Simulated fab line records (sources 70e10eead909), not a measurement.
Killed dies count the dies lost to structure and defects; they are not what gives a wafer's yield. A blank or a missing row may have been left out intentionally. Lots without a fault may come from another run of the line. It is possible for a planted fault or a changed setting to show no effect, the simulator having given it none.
Matching of chambers ; flow nandHarc ; pecvd-03 running NHARC_A_STAIRCASE_DEP_471: 3 sister chambers
The step deposits SiO2, target thk 100 nm. 6 wafers are shown with their chamber, then 7 later ones without.

== WAFERS PAIRED WITH THEIR CHAMBERS ==
wafer;chamber;throttleValvePct (%);showerheadVppV (V)
L095.4;0;14.9;1792
L093.1;0;15.1;1779
L093.2;2;15.3;1887
L093.6;1;15.6;1806
L094.1;1;15.5;1806
L094.3;2;15.3;1866

== WAFERS WHOSE CHAMBER IS MISSING ==
wafer;throttleValvePct (%);showerheadVppV (V)
L094.6;15.7;1854
L086.1;15.1;1789
L086.3;15.6;1789
L086.5;14.7;1813
L096.1;15.5;1819
L096.4;15.0;1826
L096.5;15.4;1883

== THE CHAMBER EACH PASSED THROUGH ==
wafer;from the rows above;in truth
L094.6;can't be placed: 2 or 1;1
L086.1;0;0
L086.3;1;1
L086.5;0;0
L096.1;1;1
L096.4;can't be placed: 0 or 2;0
L096.5;2;2
Correctly placed: 5 of 7. These rows do not allow placing 2 (true chamber among the candidates in 2). 0 placed wrongly.
How it was worked out, from the rows above alone: a wafer's distance from a chamber is the root of the sum, over the readings, of the square of ((its reading less the chamber's mean) divided by the reading's scatter). If the next closest chamber is less than 2 further off than the closest, the wafer can't be placed; otherwise it belongs to the closest. The mean given for a chamber averages the wafers shown for that chamber. The scatter is the square root of a quotient: the sum, over the shown wafers, of each reading's squared deviation from its chamber's mean, divided by wafers minus chambers.
